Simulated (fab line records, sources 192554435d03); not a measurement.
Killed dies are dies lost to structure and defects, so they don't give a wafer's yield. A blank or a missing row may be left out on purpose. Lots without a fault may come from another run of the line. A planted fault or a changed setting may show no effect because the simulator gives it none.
Split-lot experiment | flow n5_finfet | 7 lots, 21 wafers read, on a route of 1938 steps

THE SPLIT
At N5_BEOL_M6_ETCH_62 (etches SOC in N2/H2, target depth 110 nm, overetch 22 nm, time 165 s), the setting time_s was moved away from the recipe's 165 s on 8 of the 21 wafers read, by -15.1% to +15.5%. The other wafers ran this setting at the recipe's value.

The reading is taken at the split's own step.

THE READING
SiARC_of_BEOL_M6_COAT_60.thk_nm (the simulator's own value, which no gauge read), in nm, at N5_BEOL_M6_ETCH_62 (etches SOC in N2/H2, target depth 110 nm, overetch 22 nm, time 165 s). The file gives no usual value for it. The 13 wafers here that ran the recipe average 28.3 nm, standard deviation 0.23 nm.

wafer  | tool, chamber at the split | time_s as run, s | against the recipe | SiARC_of_BEOL_M6_COAT_60.thk_nm, nm | against lot-mates on the recipe
L076.1 | rie_diel-02, 3             | 165              | recipe             | 28.4                                | -
L076.2 | rie_diel-02, 2             | 190.5            | +15.5%             | 27.2                                | -1.0
L076.3 | rie_diel-02, 0             | 165              | recipe             | 28                                  | -
L078.4 | rie_diel-02, 2             | 183.8            | +11.4%             | 27.4                                | -0.6
L078.5 | rie_diel-02, 0             | 183.8            | +11.4%             | 27.2                                | -0.8
L078.6 | rie_diel-02, 1             | 165              | recipe             | 28                                  | -
L082.3 | rie_diel-05, 1             | 150.8            | -8.6%              | 29                                  | +0.6
L082.5 | rie_diel-05, 0             | 165              | recipe             | 28.4                                | -
L082.6 | rie_diel-05, 1             | 150.8            | -8.6%              | 28.8                                | +0.4
L085.2 | rie_diel-02, 0             | 165              | recipe             | 28                                  | -
L085.3 | rie_diel-02, 1,2           | 165              | recipe             | 28.2                                | -
L085.4 | rie_diel-02, 1,2           | 165              | recipe             | 28.2                                | -
L086.2 | rie_diel-02, 3             | 183.5            | +11.2%             | 27.6                                | -0.6
L086.5 | rie_diel-02, 2             | 183.5            | +11.2%             | 27.4                                | -0.8
L086.6 | rie_diel-02, 1             | 165              | recipe             | 28.2                                | -
L089.1 | rie_diel-06, 3             | 165              | recipe             | 28.6                                | -
L089.4 | rie_diel-06, 3             | 165              | recipe             | 28.6                                | -
L089.2 | rie_diel-06, 1             | 165              | recipe             | 28                                  | -
L091.1 | rie_diel-05, 3             | 140.1            | -15.1%             | 29.4                                | +0.9
L091.3 | rie_diel-05, 1             | 165              | recipe             | 28.4                                | -
L091.4 | rie_diel-05, 0             | 165              | recipe             | 28.6                                | -
Where a row lists several chambers, the file gives one row for several wafers and doesn't say which wafer went through which chamber.

THE FIT
A straight line over all 21 wafers: SiARC_of_BEOL_M6_COAT_60.thk_nm changes by -0.0745 nm for each +1% of time_s; r = -0.94; the points scatter about the line by 0.2 nm.
The same after taking each lot's own level away (the mean of its wafers on the recipe; 21 wafers): -0.0614 nm for each +1%; r = -0.95; scatter 0.15 nm.
On that fit, the largest move of time_s shifts the reading by 0.95 nm.
The lots' own levels span 28.00 to 28.50 nm, that is 2.2 times the standard deviation above.
So the lot-to-lot level changes the slope: the two fits differ.
Check: with one of the wafers moved furthest among these (+15.5%) left out of the fit, the line predicts -0.943 nm for it against its lot-mates. It came out at -1 nm against them.

OTHER SPLITS ON THESE WAFERS
These wafers also went through other splits before the reading. Each is held against what the fit with the lots' levels taken away leaves over:
other split on the same wafers | wafers away from the commonest value | r with SiARC_of_BEOL_M6_COAT_60.thk_nm (lot level and that fit taken away)
N5_BEOL_M5_ILD_DEP_00 time_s   | 7                                    | +0.00
N5_BEOL_M5_COAT_71 spin_rpm    | 9                                    | +0.09

THE FILE'S OWN FIT
SiARC_of_BEOL_M6_COAT_60.thk_nm changes by -0.0617 nm for each +1% of time_s, r = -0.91.
